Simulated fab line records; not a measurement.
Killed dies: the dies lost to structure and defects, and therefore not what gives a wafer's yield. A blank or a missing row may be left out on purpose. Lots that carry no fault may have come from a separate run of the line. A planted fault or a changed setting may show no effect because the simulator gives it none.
What tool caused it? || flow nandHarc || 33 wafers from 11 lots sampled at 4 of the route's 1159 steps

## WHAT THE GAUGES SHOWED, per wafer
NHARC_P_M2_CD_MEAS_09: the cd target is 170 nm.
{"lot": "L704", "measured": "day 6 04:19", "on": "cdSem-03", "cdNm (nm)": "171.0 171.4 170.2"}
{"lot": "L706", "measured": "day 6 19:51", "on": "cdSem-03", "cdNm (nm)": "171.2 170.9 171.0"}
{"lot": "L705", "measured": "day 6 20:08", "on": "cdSem-02", "cdNm (nm)": "171.2 171.1 171.6"}
{"lot": "L707", "measured": "day 6 21:56", "on": "cdSem-03", "cdNm (nm)": "171.0 170.6 169.9"}
{"lot": "L709", "measured": "day 7 09:19", "on": "cdSem-03", "cdNm (nm)": "169.9 170.7 170.0"}
{"lot": "L713", "measured": "day 8 20:22", "on": "cdSem-02", "cdNm (nm)": "166.3 167.0 166.1 166.5 166.8 165.7"}
{"lot": "L714", "measured": "day 8 22:06", "on": "cdSem-01", "cdNm (nm)": "170.6 169.6 170.0"}
{"lot": "L716", "measured": "day 9 17:05", "on": "cdSem-03", "cdNm (nm)": "166.3 165.8 165.8 166.7 165.8 165.6"}
{"lot": "L718", "measured": "day 9 18:37", "on": "cdSem-02", "cdNm (nm)": "169.7 169.6 169.4"}
{"lot": "L723", "measured": "day 11 06:20", "on": "cdSem-01", "cdNm (nm)": "169.1 169.2 169.5"}
{"lot": "L725", "measured": "day 11 11:04", "on": "cdSem-03", "cdNm (nm)": "169.3 168.8 170.2"}

## EACH LOT AND THE TOOL THAT RAN IT (in order: tool; ch and the chambers of the sampled wafers; start)
{"lot": "L704", "NHARC_P_M1_PVD_21": "pvdSputter-01, day 6 02:56 or earlier", "NHARC_P_M1_PRE_CLEAN_32": "pecvd-02 ch 1,2, day 6 03:00", "NHARC_P_M2_PEB_07": "lithoTrack-04 ch 0, day 6 04:14"}
{"lot": "L706", "NHARC_P_M1_PVD_21": "pvdSputter-03, day 6 18:13 or earlier", "NHARC_P_M1_PRE_CLEAN_32": "pecvd-04 ch 0,2, day 6 18:29", "NHARC_P_M2_PEB_07": "lithoTrack-01 ch 0, day 6 19:46"}
{"lot": "L705", "NHARC_P_M1_PVD_21": "pvdSputter-02, day 6 18:46 or earlier", "NHARC_P_M1_PRE_CLEAN_32": "pecvd-02 ch 0,2, day 6 18:50", "NHARC_P_M2_PEB_07": "lithoTrack-01 ch 0, day 6 20:03"}
{"lot": "L707", "NHARC_P_M1_PVD_21": "pvdSputter-03, day 6 20:34 or earlier", "NHARC_P_M1_PRE_CLEAN_32": "pecvd-03 ch 0,1,2, day 6 20:38", "NHARC_P_M2_PEB_07": "lithoTrack-06 ch 0, day 6 21:52"}
{"lot": "L709", "NHARC_P_M1_PVD_21": "pvdSputter-02, day 7 08:04 or earlier", "NHARC_P_M1_PRE_CLEAN_32": "pecvd-02 ch 0,1,2, day 7 08:10", "NHARC_P_M2_PEB_07": "lithoTrack-04 ch 0, day 7 09:14"}
{"lot": "L713", "NHARC_P_M1_PVD_21": "pvdSputter-02, day 8 19:05 or earlier", "NHARC_P_M1_PRE_CLEAN_32": "pecvd-02 ch 0,2, day 8 19:10", "NHARC_P_M2_PEB_07": "lithoTrack-04 ch 0, day 8 20:17"}
{"lot": "L714", "NHARC_P_M1_PVD_21": "pvdSputter-03, day 8 20:43 or earlier", "NHARC_P_M1_PRE_CLEAN_32": "pecvd-02 ch 1,2, day 8 20:47", "NHARC_P_M2_PEB_07": "lithoTrack-06 ch 0, day 8 22:01"}
{"lot": "L716", "NHARC_P_M1_PVD_21": "pvdSputter-01, day 9 15:41 or earlier", "NHARC_P_M1_PRE_CLEAN_32": "pecvd-02 ch 0,2, day 9 15:46", "NHARC_P_M2_PEB_07": "lithoTrack-04 ch 0, day 9 17:01"}
{"lot": "L718", "NHARC_P_M1_PVD_21": "pvdSputter-01, day 9 17:21 or earlier", "NHARC_P_M1_PRE_CLEAN_32": "pecvd-02 ch 1,2, day 9 17:26", "NHARC_P_M2_PEB_07": "lithoTrack-06 ch 0, day 9 18:32"}
{"lot": "L723", "NHARC_P_M1_PVD_21": "pvdSputter-01, day 11 04:58 or earlier", "NHARC_P_M1_PRE_CLEAN_32": "pecvd-03 ch 0,2, day 11 05:03", "NHARC_P_M2_PEB_07": "lithoTrack-06 ch 0, day 11 06:15"}
{"lot": "L725", "NHARC_P_M1_PVD_21": "pvdSputter-03, day 11 09:32 or earlier", "NHARC_P_M1_PRE_CLEAN_32": "pecvd-03 ch 0,1, day 11 09:36", "NHARC_P_M2_PEB_07": "lithoTrack-06 ch 0, day 11 10:59"}
- NHARC_P_M1_PVD_21: deposits Cu, target thk 30 nm, time 20.49 s.
- NHARC_P_M1_PRE_CLEAN_32: time 12 s.
- NHARC_P_M2_PEB_07: peb time 65 s.

## THE ANSWER, worked out from the rows above alone
Rule: usual is defined by the lots themselves. The widest of any qualifying gaps counts: lots, ordered by their means at a reading, are off when they make up no more than a third of the lots, leave a main group of 4 or more, and stand apart from it by 3 or more times the standard deviation of that group's means. A main group is skipped when, at the precision printed for the reading in the tables above, its means are all equal. A lot without any number at a reading at which 4 lots or more have one is off too. The other lots that the step has rows for count as sound.
Off, at NHARC_P_M2_CD_MEAS_09 on cdNm: L713, L716. For the main group the mean is 170.2 nm and the standard deviation 0.69.
A tool fits if, at a process step before that reading, it ran every lot that is off, and no sound lot after the first of them. Those tools and the gauges at NHARC_P_M2_CD_MEAS_09 are tried in the same way. Because NHARC_P_M1_PVD_21 lacks a start for some lots, the hours and order of its lots are taken from NHARC_P_M1_INSPECT_27. One fits: lithoTrack-04 at NHARC_P_M2_PEB_07. Its last sound lot is L709 (day 7 09:14), its first lot that is off L713 (day 8 20:17): a fault that began between those two fits.

## WHAT THE SIMULATOR HAD PUT IN
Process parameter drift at NHARC_P_M2_PEB_07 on lithoTrack-04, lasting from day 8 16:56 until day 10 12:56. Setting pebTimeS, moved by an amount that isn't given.
Shown lots that were struck: L713, L716. Same finding as the rule above.
